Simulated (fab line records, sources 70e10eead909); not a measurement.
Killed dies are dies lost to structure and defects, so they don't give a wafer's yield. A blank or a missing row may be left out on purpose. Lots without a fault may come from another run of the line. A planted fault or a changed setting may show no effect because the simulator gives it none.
fab line records | flow nand_harc
record lots=6 wafers=18 last_day=24
route steps=1159 shown A_STAIRCASE@698 END@1159
lots that met no fault: from a run of the same line without faults
start_h: hours from the record's first day to the start of the lot's first wafer shown | wait_h: hours since the lot's step before | " the same as in the row above | L1.1+2: a row that stands for several wafers | - no value, or no start given | * or withheld: withheld | < > ~ a bound
route shown NAME@n: a module of which the file shows steps, and the number in the route of the first | usual: mean/standard deviation of fault-free wafers | same: alike in all rows | chamber/n: place in a boat | sites: the reading at each site | _std_site: their standard deviation | _edge_site: outer sites' mean less inner sites' | radius_mm: how far each site lies from the wafer's centre | mask NAME#n: copy n | behind: the tool/chamber that last shaped the wafer | hold: why the lot was held/for how many hours/how that ended | device: the transistor (n, p or np) that didn't switch | end of line: the same wafers' tests at the end of the route | a step without rows: its recipe alone | killed: dies lost to structure and defects at the first sort, not the wafer's yield | map: a wafer's dies, x killed, . not, _ none there
set.NAME: the setting as run; set.NAME@STEP: as run at that earlier step | model.NAME: the simulator's own value behind a step, which no gauge read
lots at some steps of the route; a table a step, a row a wafer
services: from which hour (start_h, from the record's first day; less than 0 if before it) a tool's chamber was out of use, for how many hours, and why
## steps
# step NHARC_A_STAIRCASE_ALD_415
# recipe target_thk_a=300 pulse_time_s=6 ald_cycles=300 temp_c=300 material=SiO2
# usual heater_power_w=449/38 precursor_pulse_height_rel=0.999/0.019
# columns lot.wafer tool chamber start_h wait_h heater_power_w precursor_pulse_height_rel
L474.4 ald_hk-04 1 291.21 0.3 487 1.013
L474.3 " 3 " " 481 0.998
L474.5 " 1 " " 464 0.995
L477.2 ald_hk-04 2 310.19 0.3 511 1.009
L477.1 " 3 " " 475 1.008
L477.5 " 2 " " 506 1.001
L479.2 ald_hk-04 0 326.41 0.8 478 1.001
L479.6 " 1 " " 472 1.009
L479.5 " 2 " " 500 0.992
L480.3 ald_hk-03 3 338.95 0.3 431 1.005
L480.1 " 1 " " 380 0.998
L480.6 " 3 " " 437 0.988
L483.2 ald_hk-03 3 351.97 1.0 428 1.018
L483.3 " 0 " " 459 0.982
L483.6 " 3 " " 439 1.013
L489.1 ald_hk-04 3 390.93 0.6 475 0.995
L489.3 " 0 " " 479 1.016
L489.6 " 1 " " 477 0.987
# step NHARC_A_STAIRCASE_ETCHBACK_416
# recipe target_depth_a=360 time_s=7.2 c4f8_flow_sccm=withheld o2_flow_sccm=8 ar_flow_sccm=withheld rf_w=600 bias_w=800 chemistry=C4F8/O2/Ar
# usual oes_product_au=0.94/0.034 rf_vpp_V=724/4.5
# columns lot.wafer tool chamber start_h wait_h oes_product_au rf_hours_counter_h rf_vpp_V
L474.3 rie_diel-01 1 - - 0.98 62 715
L474.4 " 1 " " 0.99 - 717
L474.5 " 3 " " 0.99 - 720
L477.2 rie_diel-06 0 - - 0.92 29 722
L477.1 " 1 " " 0.93 27 728
L477.5 " 3 " " 0.93 - 729
L479.2 rie_diel-06 1 - - 0.92 35 728
L479.5 " 0 " " 0.92 - 721
L479.6 " 1 " " 0.92 - 728
L480.3 rie_diel-11 1 - - 0.92 55 724
L480.1 " 2 " " 0.93 57 730
L480.6 " 3 " " 0.93 - 717
L483.2 rie_diel-01 1 - - 0.92 11 732
L483.3 " 0 " " 1.00 7 726
L483.6 " 1 " " 0.92 - 731
L489.1 rie_diel-01 2 - - 1.01 24 718
L489.3 " 0 " " 1.00 19 727
L489.6 " 2 " " 1.00 - 719
# step NHARC_A_STAIRCASE_STRIP_476
# recipe time_s=20 o2_flow_sccm=500 ar_flow_sccm=0 bias_w=0 chemistry=O2
# usual drypump_motor_current_A=5.8/0.38 oes_product_au=1.000/0.0078 rf_vpp_V=57.9/0.89 showerhead_plenum_p_Torr=3.55/0.14 throttle_valve_pct=17.036/0.008
# columns lot.wafer tool chamber start_h wait_h drypump_motor_current_A oes_product_au rf_hours_counter_h rf_vpp_V showerhead_plenum_p_Torr throttle_valve_pct
L474.3 rie_diel-01 0 293.18 0.1 6.4 1.009 61 57.5 3.65 17.052
L474.4 " 1 " " 5.9 0.998 - 57.9 3.30 17.040
L474.5 " 0 " " 6.4 1.007 - 57.5 3.65 17.048
L477.1 rie_diel-06 2 312.20 0.1 5.3 0.994 26 57.8 3.48 17.031
L477.2 " 1 " " 5.4 1.008 28 57.6 3.71 17.033
L477.5 " 2 " " 5.3 1.001 - 57.7 3.48 17.029
L479.2 rie_diel-06 0 327.90 0.1 6.3 0.985 36 57.5 3.45 17.033
L479.5 " 0 " " 6.3 0.997 - 57.4 3.45 17.022
L479.6 " 1 " " 5.4 1.009 - 57.7 3.71 17.034
L480.1 rie_diel-11 2 341.18 0.3 5.5 1.000 57 57.8 3.77 17.039
L480.3 " 3 " " 5.7 0.995 57 58.0 3.34 17.047
L480.6 " 1 " " 6.4 0.980 - 57.8 3.58 17.038
L483.2 rie_diel-01 0 354.18 0.1 6.4 1.009 7 58.6 3.64 17.041
L483.3 " 2 " " 5.7 1.003 11 57.2 3.39 17.030
L483.6 " 3 " " 5.8 0.997 - 56.6 3.48 17.037
L489.3 rie_diel-01 0 392.65 0.1 6.4 1.000 19 58.0 3.63 17.047
L489.1 " 1 " " 6.0 0.998 23 58.4 3.79 17.048
L489.6 " 0 " " 6.4 1.007 - 57.9 3.63 17.051
# step NHARC_A_STAIRCASE_DEP_417
# recipe target_thk_a=600 step_coverage_pct=20 temp_c=400 target_thk_nm=60 flow_sccm=200 rf_w=450 material=Si3N4
# usual heater_power_w=688/130
# columns lot.wafer tool chamber start_h wait_h heater_power_w
L474.3 pecvd-01 2 293.37 - 782
L474.4 " 1 " " 737
L474.5 " 2 " " 797
L477.2 pecvd-01 0 312.30 - 578
L477.1 " 1 " " 746
L477.5 " 0 " " 573
L479.2 pecvd-03 1 327.99 - 965
L479.6 " 1 " " 953
L479.5 " 2 " " 696
L480.1 pecvd-01 1 341.70 - 742
L480.3 " 2 " " 840
L480.6 " 1 " " 752
L483.2 pecvd-03 0 354.29 - 504
L483.3 " 2 " " 595
L483.6 " 1 " " 936
L489.1 pecvd-02 0 392.74 - 562
L489.3 " 2 " " 728
L489.6 " 1 " " 494
# step NHARC_A_STAIRCASE_WET_418
# recipe temp_c=160 target_depth_a=200 chemistry=H3PO4
# step NHARC_A_STAIRCASE_PRECLEAN_419
# recipe time_s=* temp_c=50 bath_age_min=0 chemistry=SC1
# step NHARC_A_STAIRCASE_SRD_421
# step NHARC_A_STAIRCASE_ALD_420
# recipe target_thk_a=200 pulse_time_s=6 ald_cycles=200 temp_c=300 material=SiO2
# step NHARC_A_STAIRCASE_CVD_552
# recipe target_thk_a=400 temp_c=700 pressure_mtorr=300 material=SiNx
# step NHARC_A_STAIRCASE_DEP_151
# recipe target_thk_a=38000 temp_c=400 target_thk_nm=3800 teos_flow_sccm=200 rf_w=500 material=SiO2
# usual heater_power_w=616/130 mfc_precursor_sccm=200.0/0.59
# columns lot.wafer tool chamber start_h wait_h heater_power_w mfc_precursor_sccm
L474.3 pecvd-02 2 305.34 0.4 783 200.6
L474.4 " 2 " " 666 199.5
L474.5 " 0 " " 414 199.5
L477.2 pecvd-03 1 324.47 0.4 827 199.3
L477.1 " 0 " " 512 200.2
L477.5 " 2 " " 538 199.4
L479.2 pecvd-03 1 340.18 0.6 883 200.9
L479.6 " 2 " " 562 200.5
L479.5 " 0 " " 497 200.9
L480.1 pecvd-03 2 353.56 0.4 639 200.1
L480.3 " 1 " " 873 198.7
L480.6 " 1 " " 786 200.2
L483.2 pecvd-01 1 367.99 0.5 757 198.3
L483.3 " 2 " " 841 199.7
L483.6 " 2 " " 669 199.7
L489.3 pecvd-03 2 403.32 0.8 644 200.6
L489.1 " 0 " " 471 200.5
L489.6 " 1 " " 760 200.6
# step NHARC_A_STAIRCASE_ANNEAL_320
# recipe temp_c=750 time_s=1800
# step NHARC_A_STAIRCASE_DEP_322
# recipe target_thk_a=38000 temp_c=400 target_thk_nm=3800 teos_flow_sccm=200 rf_w=500 material=SiO2
# usual heater_power_w=622/130 mfc_precursor_sccm=200.0/0.63
# columns lot.wafer tool chamber start_h wait_h heater_power_w mfc_precursor_sccm
L474.3 pecvd-03 1 312.62 0.2 965 199.8
L474.5 " 1 " " 762 199.8
L474.4 " 2 " " 539 200.7
L477.1 pecvd-02 1 331.58 0.1 586 200.2
L477.2 " 2 " " 693 199.6
L477.5 " 0 " " 424 199.5
L479.2 pecvd-02 1 348.64 0.1 566 179.4
L479.5 " 2 " " 656 179.1
L479.6 " 0 " " 418 178.2
L480.1 pecvd-02 2 360.69 0.1 829 179.7
L480.3 " 1 " " 507 178.8
L480.6 " 0 " " 433 179.7
L483.3 pecvd-01 2 378.16 0.5 799 200.1
L483.2 " 0 " " 598 199.7
L483.6 " 0 " " 504 200.1
L489.3 pecvd-03 1 410.24 0.2 942 199.9
L489.1 " 2 " " 643 199.7
L489.6 " 1 " " 789 199.7
# step NHARC_A_STAIRCASE_ANNEAL_323
# recipe temp_c=750 time_s=1800
# step NHARC_END_SORT_01
# recipe temp_c=25
# usual killed_at_array=28/11 killed_at_other=0.8/1.3 killed_at_periphery=3.6/2.5 killed_dies=32/11 killed_open=3.0/1.8 killed_short=2.0/1.5
# same gross_dies=677
# columns lot.wafer tool chamber start_h wait_h killed_at_array killed_at_other killed_at_periphery killed_dies killed_open killed_short
L483.2 prober-01 0 540.85 2.8 35 0 2 37 1 1
L483.3 prober-01 0 541.66 3.1 26 0 2 28 1 0
L483.6 prober-01 0 544.06 4.0 33 0 2 35 0 1
# killed by level:class
L483.2 A_SLIT:chamber_film_flake=22 A_CHANNEL_HOLE_D1:chamber_film_flake=5 A_CONTACT:chamber_film_flake=3 A_ZERO_WELL:chamber_film_flake=2 A_STAIRCASE:chamber_film_flake=2 P_M0:geometric_particle:open=1 A_SOURCE_PLATE:geometric_particle:short=1 P_M1:chamber_film_flake=1
L483.3 A_SLIT:chamber_film_flake=16 A_STAIRCASE:chamber_film_flake=4 A_CONTACT:chamber_film_flake=3 A_CHANNEL_HOLE_D1:chamber_film_flake=2 P_ZERO_WELL:geometric_particle:open=1 P_M1:chamber_film_flake=1 A_WL_FILL:chamber_film_flake=1
L483.6 A_SLIT:chamber_film_flake=24 A_CHANNEL_HOLE_D1:chamber_film_flake=7 A_STAIRCASE:chamber_film_flake=2 P_M2:geometric_particle:short=1 P_M1:chamber_film_flake=1
## services
# columns tool chamber start_h hours kind
rie_diel-01 0 269.45 - clean
rie_diel-01 1 269.45 - clean
rie_diel-01 2 269.45 - clean
rie_diel-01 3 269.45 - clean
rie_diel-06 1 271.27 7.5 repair
pecvd-03 - 292.21 13.0 pm
pecvd-03 0 292.21 13.0 vent_cycle
pecvd-03 1 292.21 13.0 vent_cycle
pecvd-03 2 292.21 13.0 vent_cycle
rie_diel-01 0 293.95 - clean
rie_diel-01 1 293.95 - clean
rie_diel-11 1 295.55 5.4 repair
pecvd-03 0 305.21 - clean
pecvd-03 1 305.21 - clean
pecvd-03 2 305.21 - clean
pecvd-01 2 310.26 4.6 repair
rie_diel-01 0 310.45 24.0 repair
rie_diel-01 - 314.83 9.0 pm
pecvd-02 - 334.03 13.0 pm
ald_hk-04 - 364.00 10.0 pm
rie_diel-11 - 366.50 9.0 pm
rie_diel-11 0 386.54 1.2 repair
rie_diel-06 1 400.58 29.1 repair
rie_diel-01 - 405.05 9.7 repair
## key
first_sign step=NHARC_A_STAIRCASE_DEP_322 reading=mfc_precursor_sccm direction=down sigmas=33 usual=200.0 struck=179.2
effect none on later readings
met_at NHARC_A_STAIRCASE_DEP_322
struck_wafers L479.2,L479.5,L479.6,L480.1,L480.3,L480.6
tester_left_out L479,L480
onset_between 331.58 348.64
fault kind=process_parameter_drift tool=pecvd-02 chamber=- onset_h=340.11 steps=NHARC_A_STAIRCASE_DEP_322 channel=teos_flow_sccm offset=* shape=step end_h=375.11 acts_in=* stated=*
# tester_left_out: of these lots the tester's yield and bins aren't shown, on N5 and GAA mostly nor the transistor test; their killed dies are dies lost to structure and defects alone, not to doping, threshold or leakage, so they don't give the yield
